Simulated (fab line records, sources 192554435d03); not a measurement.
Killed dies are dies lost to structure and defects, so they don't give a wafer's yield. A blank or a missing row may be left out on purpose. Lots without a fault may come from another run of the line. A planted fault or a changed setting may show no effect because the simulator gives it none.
Split-lot experiment | flow n5_finfet | 7 lots, 39 wafers read, on a route of 1938 steps

THE SPLIT
At N5_PMOS_HMC_CHANNEL_EPI_EPI_20 (deposits SiGe30, target thk 59 nm), the setting temp_c was moved away from the recipe's 600 C on 15 of the 39 wafers read, by -0.7% to +1.2%. The other wafers ran this setting at the recipe's value.

The reading is taken at the split's own step.

THE READING
SiGe30_of_PMOS_HMC_CHANNEL_EPI_EPI_20.thk_nm (the simulator's own value, which no gauge read), in nm, at N5_PMOS_HMC_CHANNEL_EPI_EPI_20 (deposits SiGe30, target thk 59 nm). The file gives no usual value for it. The 24 wafers here that ran the recipe average 59.01 nm, standard deviation 0.52 nm.

wafer  | tool, chamber at the split | temp_c as run, C | against the recipe | SiGe30_of_PMOS_HMC_CHANNEL_EPI_EPI_20.thk_nm, nm | against lot-mates on the recipe
L075.1 | epi_rpcvd-04, 0            | 605.2            | +0.9%              | 65.09                                            | +6.00
L075.2 | epi_rpcvd-04, 0            | 605.2            | +0.9%              | 64.9                                             | +5.81
L075.3 | epi_rpcvd-04, 0            | 600              | recipe             | 58.96                                            | -
L075.4 | epi_rpcvd-04, 0            | 600              | recipe             | 59.32                                            | -
L075.5 | epi_rpcvd-04, 0            | 600              | recipe             | 58.99                                            | -
L075.6 | epi_rpcvd-04, 0            | 605.2            | +0.9%              | 64.68                                            | +5.59
L076.1 | epi_rpcvd-01, 0            | 595.7            | -0.7%              | 54.14                                            | -4.72
L076.2 | epi_rpcvd-01, 0            | 600              | recipe             | 58.71                                            | -
L076.3 | epi_rpcvd-01, 0            | 595.7            | -0.7%              | 54.27                                            | -4.59
L076.4 | epi_rpcvd-01, 0            | 595.7            | -0.7%              | 54.8                                             | -4.06
L076.5 | epi_rpcvd-01, 0            | 600              | recipe             | 59.11                                            | -
L076.6 | epi_rpcvd-01, 0            | 600              | recipe             | 58.76                                            | -
L079.1 | epi_rpcvd-04, 0            | 607.1            | +1.2%              | 68.02                                            | +8.06
L079.2 | epi_rpcvd-04, 0            | 600              | recipe             | 59.9                                             | -
L079.3 | epi_rpcvd-04, 0            | 607.1            | +1.2%              | 67.78                                            | +7.82
L079.4 | epi_rpcvd-04, 0            | 600              | recipe             | 60.02                                            | -
L079.5 | epi_rpcvd-04, 0            | 607.1            | +1.2%              | 67.22                                            | +7.26
L079.6 | epi_rpcvd-04, 0            | 600              | recipe             | 59.95                                            | -
L081.1 | epi_rpcvd-04, 0            | 600              | recipe             | 57.92                                            | -
L081.2 | epi_rpcvd-04, 0            | 605              | +0.8%              | 64.55                                            | +6.21
L081.3 | epi_rpcvd-04, 0            | 600              | recipe             | 58.34                                            | -
L081.4 | epi_rpcvd-04, 0            | 600              | recipe             | 58.76                                            | -
L081.5 | epi_rpcvd-04, 0            | 605              | +0.8%              | 64.3                                             | +5.96
L081.6 | epi_rpcvd-04, 0            | 605              | +0.8%              | 63.93                                            | +5.59
L086.1 | epi_rpcvd-02, 0            | 600              | recipe             | 59.45                                            | -
L086.3 | epi_rpcvd-02, 0            | 600              | recipe             | 59.6                                             | -
L086.4 | epi_rpcvd-02, 0            | 600              | recipe             | 59.3                                             | -
L090.1 | epi_rpcvd-02, 0            | 603.9            | +0.6%              | 63.39                                            | +4.41
L090.2 | epi_rpcvd-02, 0            | 600              | recipe             | 58.92                                            | -
L090.3 | epi_rpcvd-02, 0            | 600              | recipe             | 58.71                                            | -
L090.4 | epi_rpcvd-02, 0            | 603.9            | +0.6%              | 62.5                                             | +3.52
L090.5 | epi_rpcvd-02, 0            | 600              | recipe             | 59.31                                            | -
L090.6 | epi_rpcvd-02, 0            | 603.9            | +0.6%              | 63.65                                            | +4.67
L092.1 | epi_rpcvd-01, 0            | 600              | recipe             | 59.17                                            | -
L092.2 | epi_rpcvd-01, 0            | 600              | recipe             | 58.44                                            | -
L092.3 | epi_rpcvd-01, 0            | 600              | recipe             | 58.43                                            | -
L092.4 | epi_rpcvd-01, 0            | 600              | recipe             | 58.66                                            | -
L092.5 | epi_rpcvd-01, 0            | 600              | recipe             | 58.74                                            | -
L092.6 | epi_rpcvd-01, 0            | 600              | recipe             | 58.65                                            | -

THE FIT
A straight line over all 39 wafers: SiGe30_of_PMOS_HMC_CHANNEL_EPI_EPI_20.thk_nm changes by +6.79 nm for each +1% of temp_c; r = +0.99; the points scatter about the line by 0.52 nm.
The same after taking each lot's own level away (the mean of its wafers on the recipe; 39 wafers): +6.58 nm for each +1%; r = +1.00; scatter 0.31 nm.
On that fit, the largest move of temp_c shifts the reading by 7.8 nm.
The lots' own levels span 58.340 to 59.957 nm, that is 3.1 times the standard deviation above.
So the lot-to-lot level changes the slope little: the two slopes agree.
Check: with one of the wafers moved furthest among these (+1.2%) left out of the fit, the line predicts +7.8 nm for it against its lot-mates. It came out at +8.06 nm against them.

OTHER SPLITS ON THESE WAFERS
These wafers also went through other splits before the reading. Each is held against what the fit with the lots' levels taken away leaves over:
other split on the same wafers               | wafers away from the commonest value | r with SiGe30_of_PMOS_HMC_CHANNEL_EPI_EPI_20.thk_nm (lot level and that fit taken away)
N5_PMOS_HMC_CHANNEL_EPI_FIN_RECESS_16 time_s | 15                                   | -0.26

THE FILE'S OWN FIT
SiGe30_of_PMOS_HMC_CHANNEL_EPI_EPI_20.thk_nm changes by +6.61 nm for each +1% of temp_c, r = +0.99.
